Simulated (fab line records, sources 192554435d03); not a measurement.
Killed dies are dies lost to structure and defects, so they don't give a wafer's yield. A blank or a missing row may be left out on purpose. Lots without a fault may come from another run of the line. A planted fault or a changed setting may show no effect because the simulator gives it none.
fab line records | flow n5_finfet
record lots=13 wafers=35 last_day=17
route steps=1938 shown GATE_CUT@504 MOL_CONTACT_COAG@531
lots that met no fault: from a run of the same line without faults
start_h: hours from the record's first day to the start of the lot's first wafer shown | wait_h: hours since the lot's step before | " the same as in the row above | L1.1+2: a row that stands for several wafers | - no value, or no start given | * or withheld: withheld | < > ~ a bound
route shown NAME@n: a module of which the file shows steps, and the number in the route of the first | usual: mean/standard deviation of fault-free wafers | same: alike in all rows | chamber/n: place in a boat | sites: the reading at each site | _std_site: their standard deviation | _edge_site: outer sites' mean less inner sites' | radius_mm: how far each site lies from the wafer's centre | mask NAME#n: copy n | behind: the tool/chamber that last shaped the wafer | hold: why the lot was held/for how many hours/how that ended | device: the transistor (n, p or np) that didn't switch | end of line: the same wafers' tests at the end of the route | a step without rows: its recipe alone | killed: dies lost to structure and defects at the first sort, not the wafer's yield | map: a wafer's dies, x killed, . not, _ none there
set.NAME: the setting as run; set.NAME@STEP: as run at that earlier step | model.NAME: the simulator's own value behind a step, which no gauge read
steps of the route over a sample of lots; a table a step, a row a wafer
services: from which hour (start_h, from the record's first day; less than 0 if before it) a tool's chamber was out of use, for how many hours, and why
## steps
# step N5_GATE_CUT_VAPOR_ETCH_48
# recipe chemistry=BCl3/Cl2 target=TiN mode=isotropic
# usual drypump_motor_current_A=5.94/0.26 he_backside_leak_sccm=3.3/0.31 oes_product_au=0.79/0.11
# columns lot.wafer tool chamber start_h wait_h drypump_motor_current_A he_backside_leak_sccm oes_product_au
L218.4 rie_metal-02 1 97.22 0.0 5.50 3.3 0.95
L218.5 " 1 " " 5.49 3.4 0.95
L218.6 " 0 " " 5.78 3.2 0.87
L220.1 rie_metal-02 1 103.17 0.0 5.49 3.1 0.94
L220.2 " 0 " " 5.80 3.1 0.88
L220.4 " 0 " " 5.79 3.0 0.88
L223.3 rie_metal-02 0 121.69 0.0 5.81 3.1 0.87
L223.4 " 1 " " 5.45 3.5 0.92
L223.5 " 0 " " 5.79 3.1 0.86
L225.3 rie_metal-01 1 132.84 0.0 6.00 3.6 0.63
L225.5 " 1 " " 6.00 3.4 0.64
L226.5 rie_metal-03 1 136.87 0.0 6.04 3.4 0.72
L226.6 " 0 " " 6.26 3.3 0.94
L227.3 rie_metal-01 0 142.93 0.0 6.17 3.2 0.70
L227.6 " 0 " " 6.18 3.1 0.70
L229.1 rie_metal-02 1 157.57 0.0 5.50 3.3 0.90
L229.3 " 1 " " 5.50 3.2 0.90
L229.5 " 1 " " 5.49 3.2 0.90
L232.1 rie_metal-03 1 177.50 0.0 6.05 3.1 0.71
L232.4 " 0 " " 6.23 3.4 0.91
L232.5 " 0 " " 6.26 3.3 0.90
L233.2 rie_metal-01 0 180.01 0.0 6.18 3.2 0.69
L233.3 " 1 " " 5.98 3.6 0.63
L233.5 " 0 " " 6.17 3.1 0.69
L234.2 rie_metal-03 0 187.94 0.0 6.24 3.3 0.90
L234.3 " 1 " " 6.02 3.1 0.71
L234.6 " 0 " " 6.20 3.4 0.89
L235.1 rie_metal-02 1 194.45 0.0 5.46 3.3 0.88
L235.3 " 0 " " 5.80 3.5 0.83
L237.1 rie_metal-03 1 205.02 0.0 6.05 3.3 0.71
L237.5 " 1 " " 6.04 3.2 0.71
L237.6 " 0 " " 6.25 3.4 0.90
L238.2 rie_metal-01 1 210.47 0.0 6.05 3.6 0.63
L238.3 " 0 " " 6.19 3.4 0.71
L238.4 " 1 " " 6.02 3.5 0.63
# step N5_GATE_CUT_CMP_61
# recipe stop_on=SiNx t_overpolish_s=3 post_cmp_clean=alkaline_brush down_force_psi=4 platen_rpm=27.09 pad_velocity_m_s=0.539
# usual head_pressure_psi=4.000/0.0086 motor_current_A=11.9/1.2
# columns lot.wafer tool chamber start_h wait_h head_pressure_psi motor_current_A
L218.4 cmp-01 2 100.18 0.2 3.999 10.5
L218.6 " 3 " " 4.006 11.8
L218.5 " 0 " " 3.995 11.5
L220.2 cmp-04 0 105.76 0.3 4.016 10.8
L220.1 " 1 " " 3.994 11.2
L220.4 " 2 " " 3.999 11.8
L223.3 cmp-01 0 124.45 0.4 4.006 12.0
L223.4 " 1 " " 3.989 12.0
L223.5 " 1 " " 3.997 12.0
L225.3 cmp-01 3 135.48 0.2 3.995 11.8
L225.5 " 0 " " 3.998 11.7
L226.6 cmp-01 0 139.65 0.2 3.999 11.7
L226.5 " 1 " " 3.998 12.9
L227.3 cmp-03 0 145.75 0.4 3.990 12.2
L227.6 " 0 " " 3.997 11.6
L229.3 cmp-01 1 160.13 0.4 3.993 11.7
L229.1 " 2 " " 4.005 11.5
L229.5 " 1 " " 3.996 12.1
L232.4 cmp-03 3 180.24 0.3 4.013 14.7
L232.1 " 0 " " 4.006 11.8
L232.5 " 2 " " 3.991 12.7
L233.3 cmp-03 3 182.64 0.4 3.995 15.2
L233.2 " 2 " " 4.012 11.9
L233.5 " 0 " " 4.010 11.8
L234.3 cmp-04 3 190.53 0.3 3.991 11.5
L234.2 " 0 " " 3.995 11.4
L234.6 " 2 " " 4.024 12.3
L235.1 cmp-04 2 197.09 0.4 4.011 12.1
L235.3 " 0 " " 4.002 11.9
L237.1 cmp-04 1 207.61 0.3 3.994 11.6
L237.6 " 0 " " 4.007 11.9
L237.5 " 1 " " 3.993 10.6
L238.2 cmp-03 1 213.03 0.4 3.995 10.6
L238.4 " 2 " " 3.998 13.0
L238.3 " 0 " " 4.009 11.9
# step N5_GATE_CUT_INSPECT_26
# recipe inspect_instrument=darkfield mode=post_cmp
# usual raw_defect_count=36/15
# columns lot.wafer tool chamber start_h wait_h raw_defect_count
L218.4 defect_inspect-01 - 100.33 0.0 36
L218.5 " - " " 80
L218.6 " - " " 37
L220.1 defect_inspect-02 - 105.97 0.0 28
L220.2 " - " " 26
L220.4 " - " " 18
L223.3 defect_inspect-02 - 124.69 0.0 33
L223.4 " - " " 41
L223.5 " - " " 17
L225.3 defect_inspect-02 - 135.62 0.0 59
L225.5 " - " " 97
L226.5 defect_inspect-01 - 139.76 0.0 28
L226.6 " - " " 24
L227.3 defect_inspect-02 - 145.98 0.0 29
L227.6 " - " " 36
L229.1 defect_inspect-02 - 160.36 0.0 42
L229.3 " - " " 37
L229.5 " - " " 36
L232.1 defect_inspect-02 - 180.41 0.0 30
L232.4 " - " " 51
L232.5 " - " " 20
L233.2 defect_inspect-02 - 182.87 0.0 38
L233.3 " - " " 40
L233.5 " - " " 43
L234.2 defect_inspect-02 - 190.73 0.0 28
L234.3 " - " " 17
L234.6 " - " " 28
L235.1 defect_inspect-01 - 197.32 0.0 52
L235.3 " - " " 45
L237.1 defect_inspect-01 - 207.81 0.0 41
L237.5 " - " " 23
L237.6 " - " " 40
L238.2 defect_inspect-01 - 213.26 0.0 30
L238.3 " - " " 33
L238.4 " - " " 27
# step N5_MOL_CONTACT_COAG_ETCH_105
# recipe chemistry=CF4 target=SiARC target_depth_a=156 mask_material=CAR-EUV time_s=26 ion_energy_ev=80 pressure_mtorr=40 source_w=545 bias_w=36 Ar_flow_sccm=100 cf4_flow_sccm=100 ends=cleared
# usual drypump_motor_current_A=5.8/0.6 etch_rf_on_time_s=25.8/0.73 oes_product_au=0.69/0.079 rf_fwd_power_W=532.1/1.9 rf_vpp_V=183.6/1.2 showerhead_plenum_p_Torr=2.11/0.061 throttle_valve_pct=15.57/0.29
# columns lot.wafer tool chamber start_h wait_h drypump_motor_current_A etch_rf_on_time_s oes_product_au rf_fwd_power_W rf_hours_counter_h rf_vpp_V showerhead_plenum_p_Torr throttle_valve_pct
L218.4 rie_diel-06 0 100.82 0.0 4.9 25.0 0.64 531.2 - 183.3 2.04 15.96
L218.5 " 3 " " 6.5 26.3 0.64 531.3 - 184.6 2.22 15.69
L218.6 " 1 " " 5.9 26.1 0.60 532.1 - 183.4 2.03 15.62
L220.1 rie_diel-05 2 106.44 0.0 6.6 26.3 0.62 533.8 177 184.9 2.13 15.68
L220.2 " 0 " " 6.0 26.2 0.67 533.1 105 183.7 2.06 15.39
L220.4 " 1 " " 6.4 25.3 0.80 533.7 26 185.0 2.11 15.43
L223.3 rie_diel-06 3 125.16 0.0 6.4 26.4 0.64 530.8 157 184.1 2.22 15.71
L223.4 " 1 " " 5.9 26.1 0.59 529.7 241 182.1 2.03 15.65
L223.5 " 3 " " 6.4 26.2 0.64 528.2 - 185.5 2.22 15.70
L225.3 rie_diel-06 3 136.22 0.0 6.4 19.8 0.76 531.4 161 185.6 2.22 15.71
L225.5 " 3 " " 6.5 19.7 0.75 531.0 - 185.1 2.22 15.72
L226.5 rie_diel-06 1 140.96 0.0 5.9 19.4 0.71 530.4 - 182.2 2.03 15.66
L226.6 " 0 " " 4.9 24.9 0.62 534.2 - 182.3 2.04 15.99
L227.3 rie_diel-06 2 146.49 0.0 6.2 18.5 0.98 534.0 13 182.4 2.12 15.52
L227.6 " 0 " " 4.9 24.9 0.62 531.4 - 183.7 2.04 16.00
L229.1 rie_diel-05 2 160.93 0.0 6.6 25.9 0.61 532.0 195 182.8 2.13 15.71
L229.3 " 3 " " 4.9 27.3 0.72 536.3 32 183.7 2.09 15.08
L229.5 " 0 " " 6.0 26.1 0.66 530.1 - 183.2 2.06 15.42
L232.1 rie_diel-02 1 181.30 0.0 5.5 25.3 0.76 533.4 37 182.6 2.10 15.13
L232.4 " 3 " " 6.0 25.1 0.61 534.4 222 183.5 2.13 15.88
L232.5 " 0 " " 5.1 24.9 0.76 532.7 - 183.6 2.09 15.37
L233.2 rie_diel-02 2 183.47 0.0 6.2 25.4 0.69 530.9 92 183.0 2.09 15.66
L233.3 " 0 " " 5.1 25.0 0.76 532.0 48 183.5 2.09 15.36
L233.5 " 2 " " 6.2 25.2 0.68 530.9 - 181.9 2.09 15.64
L234.2 rie_diel-05 3 191.23 0.0 4.9 27.2 0.70 534.6 47 183.0 2.09 15.07
L234.3 " 3 " " 4.9 27.5 0.70 534.8 - 183.3 2.09 15.09
L234.6 " 2 " " 6.6 26.0 0.60 532.0 - 184.2 2.12 15.74
L235.1 rie_diel-02 1 197.80 0.0 5.5 26.1 0.74 531.1 43 184.2 2.10 15.13
L235.3 " 0 " " 5.1 25.3 0.75 533.0 53 182.5 2.09 15.37
L237.1 rie_diel-02 3 209.30 0.0 6.0 25.6 0.60 530.0 232 185.3 2.12 15.90
L237.5 " 2 " " 6.3 25.5 0.68 529.3 - 183.6 2.08 15.66
L237.6 " 3 " " 6.0 25.5 0.60 530.5 - 183.7 2.12 15.90
L238.2 rie_diel-05 2 213.86 0.0 6.6 26.2 0.59 534.8 218 183.6 2.12 15.76
L238.3 " 3 " " 4.9 27.7 0.69 531.7 55 183.2 2.09 15.10
L238.4 " 1 " " 6.4 25.4 0.77 532.4 48 183.4 2.10 15.48
## services
# columns tool chamber start_h hours kind
rie_diel-06 2 89.66 4.8 repair
cmp-04 - 100.00 1.4 repair
rie_metal-01 1 113.05 5.0 repair
rie_diel-02 0 126.72 16.1 repair
cmp-03 - 135.41 4.0 pm
cmp-04 - 145.63 1.0 repair
rie_diel-06 1 151.02 - clean
rie_diel-06 1 151.02 - consumable_replace:focus_ring
rie_diel-06 1 151.02 - consumable_replace:showerhead
rie_diel-06 1 151.02 25.5 scheduled_down
rie_diel-06 1 151.02 25.5 vent_cycle
cmp-04 - 154.06 1.0 repair
rie_metal-03 1 155.59 6.4 repair
rie_diel-05 1 162.15 36.3 repair
rie_metal-03 - 162.97 8.4 repair
rie_metal-02 1 183.12 1.1 repair
rie_metal-02 - 191.37 2.8 pm
cmp-04 - 191.97 1.2 repair
rie_metal-01 - 197.46 0.1 repair
rie_diel-06 2 197.89 1.5 repair
rie_diel-02 1 198.27 1.6 repair
cmp-01 - 204.30 4.0 pm
cmp-01 - 208.30 - consumable_replace:conditioner
cmp-01 - 208.30 - consumable_replace:pad
## key
first_sign step=N5_MOL_CONTACT_COAG_ETCH_105 reading=etch_rf_on_time_s direction=down sigmas=8.8 usual=* struck=*
effect none on later readings
met_at N5_MOL_CONTACT_COAG_ETCH_105
struck_lots L225,L226,L227
struck_wafers L225.3,L225.5,L226.5,L227.3
tester_left_out L225,L226,L227
not_acting_at N5_GATE_CUT_VAPOR_ETCH_48,N5_GATE_CUT_CMP_61,N5_GATE_CUT_INSPECT_26
onset_between 125.16 136.22
fault kind=process_parameter_drift tool=rie_diel-06 chamber=- onset_h=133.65 steps=N5_MOL_CONTACT_COAG_ETCH_105 channel=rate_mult offset=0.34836 shape=step end_h=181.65 scope=struck_wafers_only
# tester_left_out: of these lots the tester's yield and bins aren't shown, on N5 and GAA mostly nor the transistor test; their killed dies are dies lost to structure and defects alone, not to doping, threshold or leakage, so they don't give the yield
